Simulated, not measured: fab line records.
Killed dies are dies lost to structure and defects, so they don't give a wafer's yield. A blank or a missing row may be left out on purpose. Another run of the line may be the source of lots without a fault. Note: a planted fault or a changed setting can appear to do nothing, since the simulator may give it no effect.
Chamber matching || flow n5Finfet || 4 sister chambers for N5_BEOL_M15_STRIP_36 on rieDiel-02
The step strips in O2. 4 wafers are shown with their chamber, then 7 later ones without.

## EACH WAFER AND ITS CHAMBER
{"wafer": "L783.6", "chamber": 3, "drypumpMotorCurrentA (A)": 5.0}
{"wafer": "L791.4", "chamber": 1, "drypumpMotorCurrentA (A)": 5.6}
{"wafer": "L799.1", "chamber": 2, "drypumpMotorCurrentA (A)": 5.1}
{"wafer": "L799.2", "chamber": 0, "drypumpMotorCurrentA (A)": 6.4}

## WAFERS WITHOUT THEIR CHAMBER
{"wafer": "L799.6", "drypumpMotorCurrentA (A)": 6.5}
{"wafer": "L803.1", "drypumpMotorCurrentA (A)": 4.9}
{"wafer": "L803.2", "drypumpMotorCurrentA (A)": 6.5}
{"wafer": "L803.6", "drypumpMotorCurrentA (A)": 5.1}
{"wafer": "L804.1", "drypumpMotorCurrentA (A)": 5.1}
{"wafer": "L804.2", "drypumpMotorCurrentA (A)": 5.6}
{"wafer": "L804.5", "drypumpMotorCurrentA (A)": 5.6}

## CHAMBER TAKEN BY EACH
{"wafer": "L799.6", "from the rows above": 0, "in truth": 0}
{"wafer": "L803.1", "from the rows above": "can't be placed: 3 or 2", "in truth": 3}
{"wafer": "L803.2", "from the rows above": 0, "in truth": 0}
{"wafer": "L803.6", "from the rows above": "can't be placed: 2 or 3", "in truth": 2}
{"wafer": "L804.1", "from the rows above": "can't be placed: 2 or 3", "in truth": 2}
{"wafer": "L804.2", "from the rows above": 1, "in truth": 1}
{"wafer": "L804.5", "from the rows above": 1, "in truth": 1}
4 of 7 placed correctly. Not placeable from these rows: 3 (in 3, the candidates include the true chamber). Wrongly placed: 0.
How it was worked out, from the rows above alone: a wafer's distance from a chamber is the root of the sum, over the readings, of the square of ((its reading less the chamber's mean) divided by the reading's scatter). If the next closest chamber is less than 2 further off than the closest, the wafer can't be placed; otherwise it belongs to the closest. A chamber's mean is the mean of its shown wafers. The scatter: root of mean squared gap, hidden wafer to nearest shown wafer, with one shown wafer a chamber.
